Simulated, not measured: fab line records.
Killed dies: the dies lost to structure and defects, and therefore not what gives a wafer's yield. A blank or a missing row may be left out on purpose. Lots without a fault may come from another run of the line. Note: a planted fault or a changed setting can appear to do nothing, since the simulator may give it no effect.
fab line records | flow n5_finfet
record lots=13 | wafers=35 | last_day=18
route steps=1938 shown SD_EPI_P@311 SD_ACTIVATION@331 ILD0@340 PASSIVATION@1936
lots with no fault: from the same line, run without faults
start_h: hours from the record's opening day to when the first of the lot's shown wafers began | wait_h: hours from the lot's prior step to this one | " identical to the entry in the row above | L1.1+2: a row that stands for several wafers | - value missing, or start not given | * or withheld: withheld | < > ~ a bound
route shown NAME@n: NAME is a module with steps in the file, n the number in the route of the first one | usual: the fault-free wafers' mean and standard deviation | same: alike in all rows | chamber/n: place in a boat | sites: per-site readings | _std_site: standard deviation of those values | _edge_site: outer sites' mean less inner sites' | radius_mm: how far each site lies from the wafer's centre | mask NAME#n: copy n | behind: tool/chamber where the wafer was last shaped | hold: the reason the lot was held/the length of the hold in hours/how it ended | device: names the non-switching transistor (n, p or np) | end of line: tests run on the same wafers once the route is complete | a step given without rows: its recipe and nothing more | killed: not the wafer's yield, but the dies lost to structure and defects at the first sort | map: per-die view of a wafer (x killed, . not killed, _ where there is no die)
set.NAME: the setting that was run; set.NAME@STEP: the one run at that earlier step | model.NAME: the simulator's own value behind a step, which no gauge read
steps of the route over a sample of lots; a table a step, a row a wafer
services: from which hour (start_h, from the record's first day; less than 0 if before it) a tool's chamber was out of use, for how many hours, and why
## steps
# step N5_SD_EPI_P_ETCH_47
# recipe chemistry=CH3F/O2 | target=SiOCN | target_depth_a=250 | mask_material=SOC | ion_energy_ev=60 | bias_w=29 | pressure_mtorr=30 | source_w=410 | Ar_flow_sccm=150 | CH3F_flow_sccm=30 | O2_flow_sccm=20
# usual drypump_motor_current_A=5.9/0.32 | oes_product_au=0.76/0.07 | rf_vpp_V=127/3.6 | showerhead_plenum_p_Torr=1.98/0.082 | throttle_valve_pct=16.33/0.23
lot.wafer | tool        | chamber | start_h | wait_h | drypump_motor_current_A | oes_product_au | rf_hours_counter_h | rf_vpp_V | showerhead_plenum_p_Torr | throttle_valve_pct
L124.1    | rie_diel-03 | 3       | 63.09   | 0.1    | 5.5                     | 0.71           | 204                | 124      | 1.92                     | 16.28
L124.4    | "           | 3       | "       | "      | 5.5                     | 0.72           | -                  | 125      | 1.92                     | 16.26
L124.6    | "           | 1       | "       | "      | 5.6                     | 0.77           | -                  | 125      | 1.92                     | 16.52
L125.3    | rie_diel-04 | 1       | 65.39   | 0.1    | 6.2                     | 0.75           | 128                | 128      | 2.10                     | 16.16
L125.4    | "           | 2       | "       | "      | 6.0                     | 0.72           | 211                | 136      | 2.09                     | 16.73
L125.5    | "           | 1       | "       | "      | 6.2                     | 0.76           | -                  | 128      | 2.10                     | 16.16
L126.5    | rie_diel-04 | 2       | 74.33   | 0.1    | 6.0                     | 0.72           | -                  | 134      | 2.09                     | 16.75
L126.6    | "           | 1       | "       | "      | 6.2                     | 0.76           | -                  | 127      | 2.10                     | 16.15
L127.2    | rie_diel-04 | 3       | 81.00   | 0.1    | 5.6                     | 0.83           | 86                 | 125      | 1.87                     | 16.02
L127.4    | "           | 0       | "       | "      | 5.4                     | 0.80           | 133                | 126      | 1.92                     | 16.06
L127.5    | "           | 0       | "       | "      | 5.4                     | 0.80           | -                  | 125      | 1.92                     | 16.06
L128.1    | rie_diel-03 | 2       | 86.00   | 0.1    | 6.6                     | 0.69           | 224                | 124      | 1.98                     | 16.25
L128.2    | "           | 3       | "       | "      | 5.5                     | 0.71           | 212                | 125      | 1.91                     | 16.28
L128.3    | "           | 1       | "       | "      | 5.6                     | 0.76           | 162                | 126      | 1.91                     | 16.53
L130.2    | rie_diel-06 | 1       | 96.56   | 0.1    | 6.2                     | 0.97           | 2                  | 127      | 1.98                     | 16.35
L130.3    | "           | 2       | "       | "      | 5.9                     | 0.68           | 219                | 131      | 2.05                     | 16.34
L132.3    | rie_diel-06 | 2       | 109.61  | 0.1    | 5.9                     | 0.68           | 223                | 131      | 2.05                     | 16.34
L132.4    | "           | 0       | "       | "      | 5.4                     | 0.71           | 209                | 125      | 1.91                     | 16.48
L134.1    | rie_diel-04 | 1       | 122.07  | 0.1    | 6.2                     | 0.74           | 148                | 128      | 2.09                     | 16.19
L134.2    | "           | 0       | "       | "      | 5.4                     | 0.77           | 146                | 126      | 1.91                     | 16.09
L139.1    | rie_diel-06 | 3       | 154.04  | 0.1    | 6.0                     | 0.79           | 118                | 122      | 1.95                     | 16.46
L139.2    | "           | 2       | "       | "      | 5.9                     | 0.68           | 237                | 132      | 2.04                     | 16.36
L139.3    | "           | 1       | "       | "      | 6.2                     | 0.93           | 19                 | 126      | 1.97                     | 16.36
L141.1    | rie_diel-04 | 1       | 162.93  | 0.1    | 6.2                     | 0.73           | 162                | 127      | 2.08                     | 16.21
L141.3    | "           | 0       | "       | "      | 5.4                     | 0.75           | 160                | 124      | 1.91                     | 16.12
L141.4    | "           | 2       | "       | "      | 6.0                     | 0.70           | 243                | 132      | 2.08                     | 16.80
L142.2    | rie_diel-04 | 0       | 172.79  | 0.1    | 5.4                     | 0.76           | 163                | 126      | 1.91                     | 16.12
L142.4    | "           | 1       | "       | "      | 6.2                     | 0.72           | 165                | 126      | 2.08                     | 16.21
L142.6    | "           | 1       | "       | "      | 6.2                     | 0.73           | -                  | 127      | 2.08                     | 16.22
L144.1    | rie_diel-03 | 0       | 179.86  | 0.1    | 5.8                     | 0.89           | 33                 | 123      | 2.03                     | 16.34
L144.4    | "           | 3       | "       | "      | 5.5                     | 0.69           | -                  | 124      | 1.91                     | 16.31
L144.6    | "           | 0       | "       | "      | 5.8                     | 0.88           | -                  | 124      | 2.03                     | 16.35
L145.1    | rie_diel-06 | 2       | 193.19  | 0.1    | 5.9                     | 0.67           | 245                | 131      | 2.04                     | 16.38
L145.4    | "           | 0       | "       | "      | 5.4                     | 0.69           | 233                | 126      | 1.90                     | 16.52
L145.6    | "           | 2       | "       | "      | 5.9                     | 0.67           | -                  | 132      | 2.04                     | 16.40
# step N5_SD_EPI_P_SD_RECESS_17
# recipe chemistry=HBr/Cl2/O2 | target_depth_a=391 | bt_time_s=3 | pressure_mtorr=10 | icp_w=800 | bias_w=112 | HBr_flow_sccm=150 | Cl2_flow_sccm=80 | O2_flow_sccm=12
# usual drypump_motor_current_A=6.1/0.45 | mfc_cl2_sccm=80.02/0.25 | oes_product_au=1.005/0.015 | throttle_valve_pct=37.4/0.41
lot.wafer | tool      | chamber | start_h | wait_h | drypump_motor_current_A | mfc_cl2_sccm | oes_product_au | rf_hours_counter_h | throttle_valve_pct
L124.1    | rie_si-04 | 3       | 63.26   | 0.0    | 6.6                     | 80.26        | 0.993          | 181                | 37.6
L124.4    | "         | 2       | "       | "      | 5.5                     | 80.05        | 1.016          | 140                | 37.4
L124.6    | "         | 0       | "       | "      | 5.5                     | 80.38        | 1.007          | -                  | 38.2
L125.3    | rie_si-01 | 3       | 65.56   | 0.0    | 6.4                     | 80.39        | 1.033          | 127                | 37.2
L125.4    | "         | 0       | "       | "      | 6.3                     | 79.73        | 0.999          | 6                  | 37.1
L125.5    | "         | 1       | "       | "      | 6.7                     | 80.15        | 1.002          | -                  | 37.2
L126.5    | rie_si-04 | 3       | 74.49   | 0.1    | 6.6                     | 80.07        | 0.987          | -                  | 37.6
L126.6    | "         | 0       | "       | "      | 5.5                     | 80.58        | 1.009          | -                  | 38.2
L127.2    | rie_si-04 | 2       | 81.18   | 0.0    | 5.5                     | 80.11        | 1.010          | 140                | 37.4
L127.4    | "         | 0       | "       | "      | 5.5                     | 79.55        | 1.011          | 86                 | 38.2
L127.5    | "         | 0       | "       | "      | 5.5                     | 79.95        | 1.012          | -                  | 38.2
L128.1    | rie_si-01 | 3       | 86.17   | 0.0    | 6.4                     | 79.78        | 1.021          | 127                | 37.2
L128.2    | "         | 1       | "       | "      | 6.7                     | 79.56        | 1.022          | 146                | 37.2
L128.3    | "         | 2       | "       | "      | 6.0                     | 80.08        | 0.989          | 8                  | 37.5
L130.2    | rie_si-04 | 1       | 96.73   | 0.0    | 5.7                     | 79.91        | 0.998          | 180                | 37.9
L130.3    | "         | 2       | "       | "      | 5.6                     | 80.06        | 1.010          | 141                | 37.4
L132.3    | rie_si-06 | 1       | 109.78  | 0.0    | 5.9                     | 80.28        | 0.993          | 130                | 36.6
L132.4    | "         | 2       | "       | "      | 5.8                     | 79.75        | 0.998          | 91                 | 36.9
L134.1    | rie_si-01 | 2       | 122.25  | 0.0    | 6.1                     | 80.22        | 0.985          | 8                  | 37.5
L134.2    | "         | 3       | "       | "      | 6.4                     | 80.07        | 1.026          | 128                | 37.2
L139.1    | rie_si-01 | 1       | 154.21  | 0.0    | 6.7                     | 79.80        | 1.012          | 147                | 37.3
L139.2    | "         | 0       | "       | "      | 6.3                     | 80.19        | 1.005          | 8                  | 37.1
L139.3    | "         | 2       | "       | "      | 6.1                     | 79.84        | 0.984          | 9                  | 37.5
L141.1    | rie_si-04 | 3       | 163.10  | 0.0    | 6.6                     | 80.01        | 1.008          | 183                | 37.6
L141.3    | "         | 2       | "       | "      | 5.6                     | 79.67        | 1.005          | 142                | 37.4
L141.4    | "         | 1       | "       | "      | 5.7                     | 79.88        | 0.999          | 181                | 37.9
L142.2    | rie_si-01 | 3       | 172.96  | 0.0    | 6.4                     | 79.77        | 1.032          | 129                | 37.2
L142.4    | "         | 2       | "       | "      | 6.1                     | 79.83        | 0.990          | 9                  | 37.5
L142.6    | "         | 2       | "       | "      | 6.1                     | 79.93        | 0.989          | -                  | 37.5
L144.1    | rie_si-06 | 2       | 180.03  | 0.0    | 5.7                     | 80.23        | 0.999          | 92                 | 36.9
L144.4    | "         | 1       | "       | "      | 5.9                     | 80.16        | 1.004          | 131                | 36.6
L144.6    | "         | 2       | "       | "      | 5.7                     | 80.47        | 1.005          | -                  | 36.8
L145.1    | rie_si-04 | 2       | 193.36  | 0.0    | 5.6                     | 79.75        | 1.001          | 142                | 37.4
L145.4    | "         | 0       | "       | "      | 5.5                     | 80.09        | 1.007          | 88                 | 38.2
L145.6    | "         | 2       | "       | "      | 5.5                     | 79.84        | 1.004          | -                  | 37.4
# step N5_SD_ACTIVATION_LSA_01
# recipe temp_c=1080 | time_s=0.0008 | ambient=N2
# usual wafer_temp_C_max=1085.4/1.1
lot.wafer | tool            | chamber | start_h | wait_h | wafer_temp_C_max
L124.1    | laser_anneal-01 | 0       | 67.36   | 0.2    | 1085.8
L124.4    | "               | 0       | "       | "      | 1086.1
L124.6    | "               | 0       | "       | "      | 1085.7
L125.3    | laser_anneal-02 | 0       | 69.23   | 0.2    | 1084.7
L125.4    | "               | 0       | "       | "      | 1084.8
L125.5    | "               | 0       | "       | "      | 1085.8
L126.5    | laser_anneal-01 | 0       | 78.67   | 0.2    | 1085.2
L126.6    | "               | 0       | "       | "      | 1085.1
L127.2    | laser_anneal-02 | 0       | 84.46   | 0.2    | 1084.3
L127.4    | "               | 0       | "       | "      | 1085.0
L127.5    | "               | 0       | "       | "      | 1083.0
L128.1    | laser_anneal-01 | 0       | 89.44   | 0.2    | 1088.7
L128.2    | "               | 0       | "       | "      | 1085.4
L128.3    | "               | 0       | "       | "      | 1083.6
L130.2    | laser_anneal-01 | 0       | 100.11  | 0.2    | 1084.8
L130.3    | "               | 0       | "       | "      | 1085.8
L132.3    | laser_anneal-01 | 0       | 113.27  | 0.2    | 1086.7
L132.4    | "               | 0       | "       | "      | 1087.0
L134.1    | laser_anneal-01 | 0       | 125.50  | 0.2    | 1085.5
L134.2    | "               | 0       | "       | "      | 1086.4
L139.1    | laser_anneal-01 | 0       | 157.56  | 0.2    | 1065.7
L139.2    | "               | 0       | "       | "      | 1064.7
L139.3    | "               | 0       | "       | "      | 1064.8
L141.1    | laser_anneal-01 | 0       | 166.38  | 0.2    | 1067.9
L141.3    | "               | 0       | "       | "      | 1067.4
L141.4    | "               | 0       | "       | "      | 1066.7
L142.2    | laser_anneal-02 | 0       | 177.09  | 0.2    | 1083.7
L142.4    | "               | 0       | "       | "      | 1087.3
L142.6    | "               | 0       | "       | "      | 1084.1
L144.1    | laser_anneal-02 | 0       | 183.31  | 0.2    | 1086.0
L144.4    | "               | 0       | "       | "      | 1085.0
L144.6    | "               | 0       | "       | "      | 1083.4
L145.1    | laser_anneal-02 | 0       | 197.49  | 0.2    | 1085.9
L145.4    | "               | 0       | "       | "      | 1084.7
L145.6    | "               | 0       | "       | "      | 1084.2
# step N5_ILD0_CMP_07
# recipe stop_on=poly-Si | material=SiO2_flowable | t_overpolish_s=1.18 | post_cmp_clean=alkaline_brush | down_force_psi=4.1491 | platen_rpm=51.796 | pad_velocity_m_s=1.0306 | target_thk_nm=138.88
# usual motor_current_A=12.5/1.3
lot.wafer | tool   | chamber | start_h | wait_h | motor_current_A
L124.1    | cmp-03 | 2       | 71.53   | 0.0    | 12.7
L124.4    | "      | 0       | "       | "      | 14.7
L124.6    | "      | 3       | "       | "      | 12.8
L125.4    | cmp-01 | 3       | 72.53   | 0.1    | 13.7
L125.3    | "      | 1       | "       | "      | 11.1
L125.5    | "      | 3       | "       | "      | 14.4
L126.6    | cmp-04 | 3       | 82.57   | 0.2    | 13.5
L126.5    | "      | 0       | "       | "      | 11.4
L127.2    | cmp-01 | 0       | 88.02   | 0.2    | 10.7
L127.4    | "      | 1       | "       | "      | 10.4
L127.5    | "      | 1       | "       | "      | 10.8
L128.1    | cmp-04 | 1       | 93.06   | 0.1    | 13.6
L128.3    | "      | 2       | "       | "      | 11.3
L128.2    | "      | 3       | "       | "      | 12.8
L130.3    | cmp-04 | 0       | 103.56  | 0.2    | 11.4
L130.2    | "      | 1       | "       | "      | 13.1
L132.4    | cmp-03 | 2       | 116.90  | 0.0    | 12.4
L132.3    | "      | 1       | "       | "      | 12.3
L134.2    | cmp-03 | 3       | 129.76  | 0.1    | 13.5
L134.1    | "      | 0       | "       | "      | 14.7
L139.2    | cmp-03 | 2       | 161.36  | 0.1    | 12.6
L139.1    | "      | 3       | "       | "      | 13.6
L139.3    | "      | 0       | "       | "      | 14.0
L141.3    | cmp-04 | 1       | 169.63  | 0.0    | 12.9
L141.1    | "      | 2       | "       | "      | 10.3
L141.4    | "      | 0       | "       | "      | 11.0
L142.2    | cmp-04 | 0       | 180.38  | 0.0    | 11.4
L142.4    | "      | 1       | "       | "      | 13.7
L142.6    | "      | 0       | "       | "      | 11.4
L144.4    | cmp-03 | 2       | 186.63  | 0.1    | 12.6
L144.1    | "      | 0       | "       | "      | 14.0
L144.6    | "      | 2       | "       | "      | 13.0
L145.4    | cmp-03 | 1       | 201.12  | 0.0    | 11.7
L145.1    | "      | 2       | "       | "      | 12.7
L145.6    | "      | 2       | "       | "      | 12.9
# step N5_PASSIVATION_PROBE_49
# usual killed_at_M0_to_M3=34/10 | killed_at_M4_up=13/5.4 | killed_at_contacts=13/6 | killed_at_front_end=42/13 | killed_at_other=4/3.2 | killed_dies=107/18 | killed_open=69/14 | killed_short=35/7.7
# same gross_dies=1180 | killed_at_back_side=0
lot.wafer | tool      | chamber | start_h | wait_h | killed_at_M0_to_M3 | killed_at_M4_up | killed_at_contacts | killed_at_front_end | killed_at_other | killed_dies | killed_open | killed_short
L141.1    | prober-02 | -       | 407.78  | 0.0    | 31                 | 11              | 18                 | 35                  | 1               | 96          | 56          | 30
# killed by level:class
L141.1 MOL_CONTACT_COAG:geometric_particle:open=14 FIN_SAQP:geometric_particle:open=8 BEOL_M1:geometric_particle:open=7 BEOL_M3:geometric_particle:short=7 STI_FIN_REVEAL:geometric_particle:open=6 BEOL_M0_SAQP:geometric_particle:short=6 BEOL_M4:geometric_particle:open=4 FIN_CUT:area_etch=4
## services
tool            | chamber | start_h | hours | kind
laser_anneal-02 | -       | 39.87   | 3.7   | pm
rie_si-06       | 3       | 58.54   | 10.9  | repair
rie_diel-04     | 0       | 66.29   | 10.2  | repair
laser_anneal-01 | -       | 68.24   | 9.2   | pm
cmp-03          | -       | 72.87   | 18.0  | pm
rie_diel-04     | 2       | 90.08   | 1.8   | repair
rie_diel-03     | 3       | 92.22   | 7.2   | repair
cmp-03          | -       | 95.47   | 2.7   | repair
cmp-03          | -       | 102.56  | 0.4   | repair
cmp-01          | -       | 112.97  | 4.0   | pm
cmp-01          | -       | 116.97  | 6.3   | pm
rie_si-04       | -       | 117.87  | 0.1   | repair
rie_si-01       | -       | 125.04  | 0.4   | repair
rie_diel-04     | -       | 136.74  | 2.8   | pm
cmp-04          | -       | 146.17  | 0.8   | repair
laser_anneal-02 | -       | 146.26  | 13.8  | pm
cmp-01          | -       | 147.64  | 1.0   | repair
rie_diel-04     | 2       | 157.46  | 2.1   | repair
laser_anneal-01 | -       | 160.11  | 3.1   | pm
rie_si-04       | 2       | 165.82  | 3.8   | repair
rie_diel-06     | 2       | 178.37  | 10.6  | repair
laser_anneal-01 | -       | 192.83  | 7.1   | pm
cmp-01          | -       | 195.35  | 3.5   | repair
cmp-04          | -       | 199.06  | 17.2  | pm
## key
first_sign step=N5_SD_ACTIVATION_LSA_01 | reading=wafer_temp_C_max | direction=down | sigmas=17 | usual=* | struck=*
effect none on later readings
met_at N5_SD_ACTIVATION_LSA_01
struck_lots L139,L141
tester_left_out L139,L141
not_acting_at N5_SD_EPI_P_ETCH_47,N5_SD_EPI_P_SD_RECESS_17,N5_ILD0_CMP_07
onset_between 125.50 157.56
fault kind=process_parameter_drift | tool=laser_anneal-01 | chamber=- | onset_h=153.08 | steps=N5_SD_ACTIVATION_LSA_01 | channel=temp_c | offset=* | shape=step | end_h=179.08 | stated=*
# tester_left_out: of these lots the tester's yield and bins aren't shown, on N5 and GAA mostly nor the transistor test; their killed dies are dies lost to structure and defects alone, not to doping, threshold or leakage, so they don't give the yield
